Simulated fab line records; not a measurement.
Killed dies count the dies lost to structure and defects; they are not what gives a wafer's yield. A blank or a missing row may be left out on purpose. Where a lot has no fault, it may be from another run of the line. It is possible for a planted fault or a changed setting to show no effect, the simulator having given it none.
fab line records	flow n5Finfet
[record] lots = 6	wafers = 18	lastDay = 16
route steps=1938 shown BEOL_M10@1509 PASSIVATION@1936
lots that met no fault: from a run of the same line without faults
startH: hours from the record's first day to the start of the lot's first wafer shown	waitH: time in hours since the lot's previous step	" the same as in the row above	L1.1+2: a row that stands for several wafers	- either no value or no given start	* or withheld: withheld	< > ~ a bound
route shown NAME@n: names a module that has steps shown in the file, with the first one's number in the route	usual: mean/standard deviation taken from wafers without a fault	same: alike in all rows	chamber/n: place in a boat	sites: each site's reading	_std_site: how widely they spread, as a standard deviation	_edge_site: inner sites' mean taken away from outer sites' mean	radiusMm: for every site, how far away it sits from the centre of the wafer	mask NAME#n: copy n	behind: the tool/chamber that last shaped the wafer	hold: the reason the lot was held/the length of the hold in hours/how it ended	device: which transistor (n, p or np) failed to switch	end of line: the tests these same wafers got at the end of their route	a step with no rows: only its recipe	killed: the dies lost at the first sort to structure and to defects; this is not the yield of the wafer	map: dies across one wafer; x = killed, . = not, _ = none there
set.NAME: the setting as run; set.NAME@STEP: as run at that earlier step	model.NAME: the simulator's own value behind a step, which no gauge read
a table for each step, a row for each wafer; lots at some steps of the route
services: a tool's chamber out of use, with start hour (startH, from the record's first day; less than 0 if before it), hours out, and reason
[[steps]]
[step N5_BEOL_M10_VIA_ETCH_34]
[recipe] chemistry = C4F6/O2	target = SiCOH_lowk	targetDepthA = 1845	maskMaterial = SOC	taperDeg = 4	timeS = 69.2	ionEnergyEv = 250	pressureMtorr = 30	sourceW = 345	biasW = 185	Ar_flow_sccm = 300	C4F6_flow_sccm = 10	O2_flow_sccm = 10
[usual] drypumpMotorCurrentA = 5.6/0.58	mfcArSccm = 300.0/1	oes_ar_750_au = 0.81/0.091	oesProductAu = 0.81/0.089	rfVppV = 675/18	showerheadPlenumPTorr = 2.88/0.098	throttleValvePct = 20.90/0.25
lot.wafer	tool	chamber	startH	waitH	drypumpMotorCurrentA	mfcArSccm	oes_ar_750_au	oesProductAu	rfHoursCounterH	rfVppV	showerheadPlenumPTorr	throttleValvePct
L451.2	rieDiel-05	2	230.07	0.0	5.3	300.9	0.82	0.84	67	662	2.84	20.33
L451.4	"	3	"	"	6.3	299.9	0.89	0.90	28	687	2.89	20.76
L451.6	"	0	"	"	4.8	300.3	1.00	1.00	-	680	3.05	20.96
L460.1	rieDiel-06	0	281.31	0.0	6.3	300.0	0.92	0.92	16	651	2.78	20.87
L460.4	"	2	"	"	5.1	300.5	0.74	0.75	126	687	3.01	20.86
L460.6	"	3	"	"	5.9	298.7	0.74	0.76	-	694	2.84	20.87
L459.1	rieDiel-05	1	282.24	0.0	5.3	300.2	0.89	0.89	39	677	2.99	20.95
L459.3	"	2	"	"	5.3	300.8	0.79	0.82	90	660	2.83	20.39
L459.6	"	1	"	"	5.3	299.9	0.88	0.89	-	679	2.99	20.93
L466.3	rieDiel-06	3	306.03	0.0	5.9	302.3	0.75	0.76	-	694	2.84	20.89
L466.4	"	2	"	"	5.1	300.8	0.74	0.75	-	686	3.01	20.89
L466.6	"	3	"	"	5.9	301.3	0.74	0.76	-	695	2.84	20.88
L469.1	rieDiel-05	2	333.83	0.0	5.3	297.8	0.76	0.79	116	660	2.82	20.42
L469.3	"	0	"	"	4.8	299.8	0.90	0.90	51	681	3.03	21.02
L469.6	"	0	"	"	4.8	298.9	0.91	0.90	-	680	3.03	21.02
L468.1	rieDiel-04	3	336.36	0.0	6.2	299.4	0.71	0.73	182	682	2.75	21.42
L468.3	"	0	"	"	6.7	301.1	0.70	0.69	240	694	2.92	20.98
L468.4	"	2	"	"	5.7	298.9	0.82	0.85	62	687	2.73	20.67
[step N5_BEOL_M10_STRIP_73]
[recipe] chemistry = C4F6/O2	resist = SiARC	rfFrequencyHz = 6e+07
[step N5_BEOL_M10_STRIP_36]
[recipe] chemistry = N2/H2	powerW = 450	tempC = 40	pressureMtorr = 20	rfFrequencyHz = 6e+07	overashFraction = 0.3	biasPowerW = 7	h2Frac = 0.5	n2FlowSccm = 200	h2FlowSccm = 200
[usual] biasPowerW = 7.000/0.02	drypumpMotorCurrentA = 5.6/0.58	oesProductAu = 0.81/0.086	rfVppV = 59.2/1.7	showerheadPlenumPTorr = 2.57/0.086	tempC = 40.01/0.11	throttleValvePct = 23.68/0.21
lot.wafer	tool	chamber	startH	waitH	biasPowerW	drypumpMotorCurrentA	oesProductAu	rfHoursCounterH	rfVppV	showerheadPlenumPTorr	tempC	throttleValvePct
L451.2	rieDiel-05	2	230.13	0.0	6.988	5.3	0.85	67	56.4	2.57	40.34	23.26
L451.4	"	3	"	"	7.009	6.4	0.92	28	56.8	2.60	40.12	23.54
L451.6	"	0	"	"	7.026	4.8	0.97	-	58.5	2.71	39.92	23.69
L460.1	rieDiel-06	0	281.37	0.0	7.005	6.3	0.92	16	59.9	2.50	40.06	23.70
L460.4	"	2	"	"	6.961	5.1	0.76	126	58.3	2.67	40.15	23.67
L460.6	"	3	"	"	7.007	5.9	0.78	-	62.4	2.55	39.99	23.58
L459.1	rieDiel-05	1	282.30	0.0	7.010	5.3	0.86	39	58.6	2.70	40.13	23.94
L459.3	"	2	"	"	7.032	5.3	0.83	90	60.5	2.56	40.00	23.31
L459.6	"	1	"	"	7.008	5.3	0.86	-	59.6	2.70	39.94	23.89
L466.3	rieDiel-06	3	306.11	0.0	7.001	5.9	0.77	-	60.6	2.55	39.89	23.65
L466.4	"	2	"	"	6.991	5.1	0.76	-	57.8	2.66	40.00	23.66
L466.6	"	3	"	"	7.064	5.9	0.77	-	62.6	2.55	40.00	23.68
L469.1	rieDiel-05	2	333.89	0.0	6.995	5.3	0.79	116	55.9	2.54	39.83	23.39
L469.3	"	0	"	"	7.023	4.8	0.87	51	61.7	2.69	39.90	23.75
L469.6	"	0	"	"	7.013	4.8	0.87	-	59.3	2.69	40.00	23.71
L468.1	rieDiel-04	3	336.42	0.0	7.005	6.2	0.72	182	58.2	2.42	40.15	24.23
L468.3	"	0	"	"	7.011	6.7	0.69	240	57.2	2.61	39.96	23.71
L468.4	"	2	"	"	7.020	5.7	0.85	62	58.2	2.46	40.22	23.53
[step N5_BEOL_M10_TRENCH_ETCH_37]
[recipe] chemistry = C4F6/O2	targetDepthA = 1488.3	target = SiCOH_lowk	timeS = 48	ionEnergyEv = 250	pressureMtorr = 30	sourceW = 345	biasW = 185	Ar_flow_sccm = 300	C4F6_flow_sccm = 10	O2_flow_sccm = 10
[usual] drypumpMotorCurrentA = 5.6/0.58	mfcArSccm = 300.0/0.9	oes_ar_750_au = 0.81/0.09	oesProductAu = 0.81/0.089	rfVppV = 675/18	showerheadPlenumPTorr = 2.88/0.098	throttleValvePct = 20.93/0.25
lot.wafer	tool	chamber	startH	waitH	drypumpMotorCurrentA	mfcArSccm	oes_ar_750_au	oesProductAu	rfHoursCounterH	rfVppV	showerheadPlenumPTorr	throttleValvePct
L451.2	rieDiel-05	2	-	-	5.3	301.8	0.82	0.85	67	661	2.84	20.36
L451.4	"	3	"	"	6.4	300.4	0.88	0.91	29	688	2.89	20.78
L451.6	"	0	"	"	4.8	300.3	1.00	0.99	-	682	3.05	20.99
L460.1	rieDiel-06	0	-	-	6.3	299.5	0.92	0.91	16	652	2.78	20.90
L460.4	"	2	"	"	5.1	299.5	0.75	0.75	126	688	3.01	20.88
L460.6	"	3	"	"	5.9	299.1	0.75	0.77	-	694	2.84	20.88
L459.1	rieDiel-05	1	-	-	5.3	300.3	0.89	0.89	39	677	2.99	20.96
L459.3	"	2	"	"	5.3	296.9	0.80	0.82	90	661	2.83	20.41
L459.6	"	1	"	"	5.3	300.5	0.89	0.89	-	677	2.99	20.96
L466.3	rieDiel-06	3	-	-	5.9	300.6	0.74	0.77	-	694	2.84	20.92
L466.4	"	2	"	"	5.1	300.1	0.75	0.75	-	687	3.01	20.89
L466.6	"	3	"	"	5.9	299.8	0.73	0.77	-	695	2.84	20.89
L469.1	rieDiel-05	2	-	-	5.3	299.9	0.77	0.78	116	660	2.82	20.43
L469.3	"	0	"	"	4.8	299.5	0.90	0.90	51	678	3.03	21.05
L469.6	"	0	"	"	4.8	300.4	0.90	0.90	-	679	3.03	21.04
L468.1	rieDiel-04	3	-	-	6.3	300.7	0.71	0.72	182	684	2.75	21.47
L468.3	"	0	"	"	6.7	300.7	0.70	0.70	240	694	2.92	21.02
L468.4	"	2	"	"	5.6	299.9	0.82	0.86	62	687	2.73	20.70
[step N5_BEOL_M10_ETCH_41]
[recipe] chemistry = CH3F/O2	target = SiCN	targetDepthA = 426	taperDeg = 2	timeS = 86	ionEnergyEv = 120	maskMaterial = TiN	pressureMtorr = 30	sourceW = 395	biasW = 75	Ar_flow_sccm = 150	CH3F_flow_sccm = 30	O2_flow_sccm = 20
[usual] drypumpMotorCurrentA = 5.6/0.58	mfcArSccm = 150.0/0.51	oesProductAu = 0.81/0.09	rfVppV = 297.9/1.4	showerheadPlenumPTorr = 2.02/0.071	throttleValvePct = 16.31/0.2
lot.wafer	tool	chamber	startH	waitH	drypumpMotorCurrentA	mfcArSccm	oesProductAu	rfHoursCounterH	rfVppV	showerheadPlenumPTorr	throttleValvePct
L451.2	rieDiel-05	2	-	-	5.3	150.0	0.83	67	296.5	2.00	15.80
L451.4	"	3	"	"	6.3	148.6	0.91	29	298.3	2.03	16.12
L451.6	"	0	"	"	4.8	150.6	1.01	-	299.5	2.15	16.27
L460.1	rieDiel-06	0	-	-	6.2	150.0	0.91	16	296.6	1.95	16.23
L460.4	"	2	"	"	5.1	150.2	0.75	126	299.5	2.12	16.24
L460.6	"	3	"	"	5.9	150.7	0.76	-	296.0	2.00	16.32
L459.1	rieDiel-05	1	-	-	5.4	150.3	0.89	39	300.1	2.10	16.30
L459.3	"	2	"	"	5.3	150.3	0.81	90	297.6	1.99	15.86
L459.6	"	1	"	"	5.3	150.2	0.89	-	300.4	2.11	16.31
L466.3	rieDiel-06	3	-	-	5.9	150.1	0.77	-	296.7	1.99	16.33
L466.4	"	2	"	"	5.1	150.4	0.75	-	299.3	2.11	16.24
L466.6	"	3	"	"	5.9	149.3	0.77	-	297.0	1.99	16.35
L469.1	rieDiel-05	2	-	-	5.3	148.9	0.78	116	297.4	1.98	15.92
L469.3	"	0	"	"	4.8	149.5	0.90	51	299.9	2.13	16.35
L469.6	"	0	"	"	4.8	150.0	0.90	-	299.8	2.13	16.34
L468.1	rieDiel-04	3	-	-	6.2	150.3	0.72	182	294.5	1.93	16.77
L468.3	"	0	"	"	6.7	149.6	0.69	240	298.4	2.05	16.46
L468.4	"	2	"	"	5.6	150.2	0.85	62	297.2	1.92	16.15
[step N5_BEOL_M10_STRIP_77]
[recipe] chemistry = N2/H2	timeS = 10	powerW = 450	tempC = 40	pressureMtorr = 20	rfFrequencyHz = 6e+07	biasPowerW = 7	n2FlowSccm = 200	h2FlowSccm = 200
[step N5_BEOL_M10_OCD_MEAS_38]
[usual] trenchDepthNm = 150.2/2.7
lot.wafer	tool	chamber	startH	waitH	trenchDepthNm
L451.2	ocd-02	-	230.35	-	152.5
L451.4	"	-	"	"	154.0
L451.6	"	-	"	"	155.4
L460.1	ocd-02	-	281.60	-	149.0
L460.4	"	-	"	"	147.5
L460.6	"	-	"	"	148.6
L459.1	ocd-02	-	282.53	-	152.8
L459.3	"	-	"	"	152.1
L459.6	"	-	"	"	151.9
L466.3	ocd-01	-	306.41	-	151.8
L466.4	"	-	"	"	148.7
L466.6	"	-	"	"	152.1
L469.1	ocd-02	-	334.11	-	150.3
L469.3	"	-	"	"	154.5
L469.6	"	-	"	"	157.8
L468.1	ocd-02	-	336.65	-	147.8
L468.3	"	-	"	"	147.0
L468.4	"	-	"	"	148.7
[step N5_BEOL_M10_HM_STRIP_39]
[recipe] chemistry = peroxideTinStrip	material = TiN	targetDepthA = 250	tempC = 50	timeS = 158
[step N5_BEOL_M10_SRD_40]
[recipe] timeS = 30	tempC = 23	rinseLiquid = diw	dry = ipaMarangoni
[step N5_BEOL_M10_PRECLEAN_42]
[recipe] chemistry = residueRemover	timeS = 60	tempC = 40
[step N5_BEOL_M10_SRD_43]
[recipe] timeS = 30	tempC = 23	rinseLiquid = diw	dry = ipaMarangoni
[step N5_BEOL_M10_CD_MEAS_35]
[recipe] targetCdNm = 70	polarity = opening
[usual] cdNm = 69.5/0.88
lot.wafer	tool	chamber	startH	waitH	cdNm
L451.2	cdSem-03	-	230.51	0.0	69.0
L451.4	"	-	"	"	70.9
L451.6	"	-	"	"	70.4
L460.1	cdSem-03	-	281.75	0.0	69.1
L460.4	"	-	"	"	70.2
L460.6	"	-	"	"	68.8
L459.1	cdSem-03	-	282.68	0.0	69.3
L459.3	"	-	"	"	68.8
L459.6	"	-	"	"	69.4
L466.3	cdSem-03	-	306.57	0.0	68.4
L466.4	"	-	"	"	69.4
L466.6	"	-	"	"	70.2
L469.1	cdSem-02	-	334.27	0.0	68.8
L469.3	"	-	"	"	69.2
L469.6	"	-	"	"	70.0
L468.1	cdSem-02	-	336.80	0.0	70.1
L468.3	"	-	"	"	69.0
L468.4	"	-	"	"	69.8
[step N5_BEOL_M10_CURE_72]
[recipe] tempC = 370	timeS = 120	ambient = DMADMS/He	material = SiCOH_lowk
[usual] lampPowerPct = 52.31/0.051	runLengthS = 178.4/0.88	wafer_temp_C_max = 372.1/0.63
lot.wafer	tool	chamber	startH	waitH	lampPowerPct	runLengthS	wafer_temp_C_max
L451.2	uvCure-02	1	230.76	0.3	52.29	178.6	371.5
L451.4	"	1	"	"	52.35	178.8	371.7
L451.6	"	1	"	"	52.32	178.1	372.0
L460.1	uvCure-03	2	281.79	0.0	-	-	-
L460.4	"	2	"	"	-	-	-
L460.6	"	2	"	"	-	-	-
L459.1	uvCure-03	1	282.73	0.0	-	-	-
L459.3	"	1	"	"	-	-	-
L459.6	"	1	"	"	-	-	-
L466.3	uvCure-01	0	306.74	0.2	52.24	178.1	372.1
L466.4	"	0	"	"	52.34	178.5	372.3
L466.6	"	0	"	"	52.25	177.6	371.9
L469.1	uvCure-03	1	334.31	0.0	52.28	178.1	371.3
L469.3	"	1	"	"	52.27	178.6	372.1
L469.6	"	1	"	"	52.35	178.2	371.7
L468.1	uvCure-01	1	336.84	0.0	52.30	178.5	372.8
L468.3	"	1	"	"	52.32	178.1	371.7
L468.4	"	1	"	"	52.39	178.0	372.1
[step N5_BEOL_M10_DEGAS_44]
[recipe] ambient = vacuum	tempC = 250	timeS = 60
[usual] heaterPowerW = 338/44
lot.wafer	tool	chamber	startH	waitH	heaterPowerW
L451.2	pvdSputter-01	-	231.15	0.3	333
L451.4	"	-	"	"	362
L451.6	"	-	"	"	377
L460.1	pvdSputter-02	-	282.12	0.3	242
L460.4	"	-	"	"	324
L460.6	"	-	"	"	241
L459.1	pvdSputter-01	-	283.82	1.0	317
L459.3	"	-	"	"	380
L459.6	"	-	"	"	313
L466.3	pvdSputter-02	-	307.13	0.3	243
L466.4	"	-	"	"	320
L466.6	"	-	"	"	422
L469.1	pvdSputter-03	-	334.66	0.3	354
L469.3	"	-	"	"	343
L469.6	"	-	"	"	273
L468.1	pvdSputter-03	-	337.26	0.4	345
L468.3	"	-	"	"	272
L468.4	"	-	"	"	357
[step N5_PASSIVATION_PROBE_49]
[usual] defectLimitedYield = 91.4/1.5	killed_at_M0_to_M3 = 36/11	killed_at_M4_up = 14/6	killedAtContacts = 11/6	killedAtFrontEnd = 37/11	killedAtOther = 4/3.4	killedDies = 102/18	killedOpen = 66/13	killedShort = 34/7.8	sort_bin_5_function = 5.0/0.97	sort_bin_6_memory = 3.2/0.7	sort_bin_8_speed = 0.0/0.38	sortNPass = 1078/19	sortYieldPct = 91.3/1.6
[same] grossDies = 1180	killedAtBackSide = 0	sort_bin_4_leakage[%] = 0
lot.wafer	tool	chamber	startH	waitH	defectLimitedYield[%]	killed_at_M0_to_M3	killed_at_M4_up	killedAtContacts	killedAtFrontEnd	killedAtOther	killedDies	killedOpen	killedShort	sort_bin_5_function[%]	sort_bin_6_memory[%]	sort_bin_8_speed[%]	sortNPass	sortYieldPct[%]
L460.1	prober-01	-	332.17	0.0	88.6	45	20	10	58	2	135	89	46	7.1	3.8	0	1045	88.6
L460.4	prober-01	-	332.32	0.2	91.1	50	9	8	37	1	105	70	31	4.7	3.6	0	1075	91.1
L460.6	prober-01	-	332.42	0.3	92.2	54	9	5	21	3	92	61	29	4.8	2.6	0	1088	92.2
L459.1	prober-02	-	332.43	0.0	90.1	55	15	10	33	4	117	81	35	5.4	3.9	0	1063	90.1
L459.3	prober-02	-	332.53	0.1	91.8	45	19	7	21	5	97	58	39	5.0	2.6	0	1083	91.8
L459.6	prober-02	-	332.68	0.3	90.4	41	14	14	41	3	113	74	36	5.1	4.0	0.1	1067	90.4
L466.3	prober-02	-	359.01	0.7	91.9	30	7	14	36	9	96	63	33	4.2	3.6	0	1084	91.9
L466.4	prober-02	-	359.06	0.8	88.6	42	9	19	53	12	135	82	53	6.0	5.1	0	1045	88.6
L466.6	prober-02	-	359.16	0.9	90.7	37	15	15	34	9	110	78	32	5.8	3.1	0	1070	90.7
L468.1	prober-02	-	395.46	0.0	93.1	20	13	6	42	1	82	56	26	3.8	2.8	0	1098	93.1
L468.3	prober-02	-	395.56	0.1	89.9	31	14	15	57	2	119	82	37	5.5	4.2	0	1061	89.9
L468.4	prober-02	-	395.61	0.2	93.1	26	11	6	34	4	81	55	26	4.3	2.2	0	1099	93.1
// killed by level:class
L460.1 FIN_SAQP:geometricParticle:open=15 BEOL_M0_SAQP:geometricParticle:short=13 FIN_SAQP:geometricParticle:short=12 BEOL_M1:geometricParticle:open=11 STI_FIN_REVEAL:geometricParticle:open=9 MOL_CONTACT_COAG:geometricParticle:open=9 BEOL_M2:geometricParticle:open=9 BEOL_M8:geometricParticle:open=8
L460.4 BEOL_M1:geometricParticle:open=23 BEOL_M0_SAQP:geometricParticle:short=12 FIN_SAQP:geometricParticle:open=9 MOL_CONTACT_COAG:geometricParticle:open=8 BEOL_M0_SAQP:geometricParticle:open=8 GATE_CUT:geometricParticle:open=5 GATE_CUT:geometricParticle:short=5 STI_FIN_REVEAL:geometricParticle:open=3
L460.6 BEOL_M1:geometricParticle:open=15 BEOL_M0_SAQP:geometricParticle:open=12 BEOL_M0_SAQP:geometricParticle:short=8 FIN_SAQP:geometricParticle:open=6 STI_FIN_REVEAL:geometricParticle:open=5 BEOL_M3:geometricParticle:short=5 MOL_CONTACT_COAG:geometricParticle:open=4 BEOL_M2:geometricParticle:open=4
L459.1 BEOL_M0_SAQP:geometricParticle:open=17 BEOL_M1:geometricParticle:open=13 FIN_SAQP:geometricParticle:open=11 MOL_CONTACT_COAG:geometricParticle:open=9 BEOL_M0_SAQP:geometricParticle:short=9 FIN_SAQP:geometricParticle:short=7 BEOL_M2:geometricParticle:open=7 BEOL_M4:geometricParticle:open=7
L459.3 BEOL_M3:geometricParticle:open=13 BEOL_M0_SAQP:geometricParticle:short=11 MOL_CONTACT_COAG:geometricParticle:open=7 BEOL_M0_SAQP:geometricParticle:open=6 BEOL_M3:geometricParticle:short=6 BEOL_M5:geometricParticle:open=5 BEOL_M0:geometricParticle:open=4 BEOL_M4:geometricParticle:open=4
L459.6 MOL_CONTACT_COAG:geometricParticle:open=14 FIN_SAQP:geometricParticle:short=12 FIN_SAQP:geometricParticle:open=10 BEOL_M3:geometricParticle:open=10 BEOL_M0_SAQP:geometricParticle:short=9 BEOL_M0_SAQP:geometricParticle:open=7 BEOL_M1:geometricParticle:open=6 BEOL_M4:geometricParticle:open=6
L466.3 STI_FIN_REVEAL:geometricParticle:open=13 FIN_SAQP:geometricParticle:open=10 MOL_CONTACT_COAG:geometricParticle:open=10 BEOL_M0_SAQP:geometricParticle:open=7 BEOL_M0_SAQP:geometricParticle:short=6 BEOL_M2:geometricParticle:open=5 MOL_CONTACT_COAG:geometricParticle:short=4 BEOL_M4:geometricParticle:open=4
L466.4 FIN_SAQP:geometricParticle:short=17 FIN_SAQP:geometricParticle:open=14 MOL_CONTACT_COAG:geometricParticle:open=14 BEOL_M0_SAQP:geometricParticle:open=14 BEOL_M0_SAQP:geometricParticle:short=10 BEOL_M2:geometricParticle:open=7 PASS1_CAP:geometricParticle:open=6 STI_FIN_REVEAL:geometricParticle:open=5
L466.6 MOL_CONTACT_COAG:geometricParticle:open=14 BEOL_M0_SAQP:geometricParticle:open=10 STI_FIN_REVEAL:geometricParticle:open=8 BEOL_M0_SAQP:geometricParticle:short=8 BEOL_M1:geometricParticle:open=7 FIN_SAQP:geometricParticle:open=6 BEOL_M4:geometricParticle:open=6 FIN_SAQP:geometricParticle:short=5
L468.1 STI_FIN_REVEAL:geometricParticle:open=13 ILD0:geometricParticle:short=6 BEOL_M3:geometricParticle:open=6 DUMMY_GATE:geometricParticle:open=5 MOL_CONTACT_COAG:geometricParticle:open=4 BEOL_M2:geometricParticle:open=4 BEOL_M7:geometricParticle:open=4 FIN_SAQP:geometricParticle:short=3
L468.3 STI_FIN_REVEAL:geometricParticle:open=27 MOL_CONTACT_COAG:geometricParticle:open=10 BEOL_M0_SAQP:geometricParticle:short=8 BEOL_M5:geometricParticle:open=8 BEOL_M0_SAQP:geometricParticle:open=7 FIN_SAQP:geometricParticle:open=6 FIN_SAQP:geometricParticle:short=6 STI_FIN_REVEAL:geometricParticle:short=6
L468.4 BEOL_M3:geometricParticle:open=10 FIN_SAQP:geometricParticle:open=8 STI_FIN_REVEAL:geometricParticle:open=6 BEOL_M0_SAQP:geometricParticle:short=5 MOL_CONTACT_COAG:geometricParticle:open=4 DUMMY_GATE:geometricParticle:short=3 DUMMY_GATE:geometricParticle:open=3 SDB:geometricParticle:short=3
[[services]]
tool	chamber	startH	hours	kind
rieDiel-04	1	214.39	-	clean
rieDiel-04	1	214.39	-	consumableReplace:focusRing
rieDiel-04	1	214.39	16.8	scheduledDown
rieDiel-04	1	214.39	16.8	ventCycle
rieDiel-04	1	235.62	8.8	repair
rieDiel-05	3	239.05	115.1	repair
uvCure-02	-	240.52	1.9	repair
uvCure-01	-	282.81	2.1	pm
uvCure-03	-	286.17	2.1	pm
uvCure-02	-	296.72	1.0	pm
rieDiel-06	1	300.87	-	clean
rieDiel-06	1	300.87	-	consumableReplace:focusRing
rieDiel-06	1	300.87	19.6	scheduledDown
rieDiel-06	1	300.87	19.6	ventCycle
pvdSputter-02	-	321.23	1.2	repair
pvdSputter-01	-	330.79	2.4	repair
rieDiel-06	0	336.10	14.8	repair
[[key]]
[firstSign] step = N5_BEOL_M10_CURE_72	reading = toolRecord	direction = missing
effect none on later readings
metAt N5_BEOL_M10_CURE_72
struckWafers L459.1,L459.3,L459.6,L460.1,L460.4,L460.6
[earlierFault] kind = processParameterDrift	tool = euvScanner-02	chamber = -	onsetH = 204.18	steps = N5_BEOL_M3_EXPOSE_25	channel = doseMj	offset = 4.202	shape = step	actsIn = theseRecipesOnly	stated = 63
[earlierFault] kind = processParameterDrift	tool = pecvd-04	chamber = 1	onsetH = 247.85	steps = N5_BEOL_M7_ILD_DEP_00	channel = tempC	offset = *	shape = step	actsIn = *	stated = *
[fault] kind = skippedStepWhole	tool = uvCure-03	chamber = -	onsetH = 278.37	steps = N5_BEOL_M10_CURE_72	scope = struckLotsOnly
